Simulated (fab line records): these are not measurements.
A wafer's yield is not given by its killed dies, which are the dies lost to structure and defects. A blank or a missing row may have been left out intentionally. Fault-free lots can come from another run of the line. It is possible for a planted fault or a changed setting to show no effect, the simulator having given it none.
Chamber matching + flow n5_finfet + N5_BEOL_M14_STRIP_37 on rie_diel-04 has 4 sister chambers
The step strips in O2. 8 wafers are shown with their chamber, then 8 later ones without.

== WAFERS, EACH WITH ITS CHAMBER ==
| wafer  | chamber | drypump_motor_current_A (A) | throttle_valve_pct (%) |
|--------|---------|-----------------------------|------------------------|
| L087.2 | 2       | 5.6                         | 16.7                   |
| L085.2 | 2       | 5.6                         | 16.7                   |
| L085.3 | 1       | 6.4                         | 16.5                   |
| L085.4 | 3       | 5.1                         | 16.3                   |
| L089.2 | 0       | 6.0                         | 17.3                   |
| L089.3 | 3       | 5.2                         | 16.3                   |
| L089.6 | 1       | 6.4                         | 16.4                   |
| L092.1 | 0       | 6.0                         | 17.3                   |

== WAFERS WHOSE CHAMBER IS MISSING ==
| wafer  | drypump_motor_current_A (A) | throttle_valve_pct (%) |
|--------|-----------------------------|------------------------|
| L092.2 | 5.6                         | 16.7                   |
| L092.6 | 6.4                         | 16.5                   |
| L091.1 | 5.2                         | 16.3                   |
| L091.2 | 6.4                         | 16.5                   |
| L091.6 | 5.2                         | 16.3                   |
| L094.1 | 6.4                         | 16.4                   |
| L094.2 | 5.2                         | 16.3                   |
| L094.5 | 6.0                         | 17.3                   |

== THE CHAMBER EACH PASSED THROUGH ==
| wafer  | from the rows above | in truth |
|--------|---------------------|----------|
| L092.2 | 2                   | 2        |
| L092.6 | 1                   | 1        |
| L091.1 | 3                   | 3        |
| L091.2 | 1                   | 1        |
| L091.6 | 3                   | 3        |
| L094.1 | 1                   | 1        |
| L094.2 | 3                   | 3        |
| L094.5 | 0                   | 0        |
8 of 8 placed correctly. From these rows, 0 cannot be placed. Wrongly placed: 0.
How it was worked out, from the rows above alone: a wafer's distance from a chamber is the root of the sum, over the readings, of the square of ((its reading less the chamber's mean) divided by the reading's scatter). If the next closest chamber is less than 2 further off than the closest, the wafer can't be placed; otherwise it belongs to the closest. For every chamber, the mean is computed from those of its wafers that are shown. The scatter: take each reading less its chamber's mean, square it, sum over the shown wafers, divide by the number of wafers less the number of chambers, and take the root.
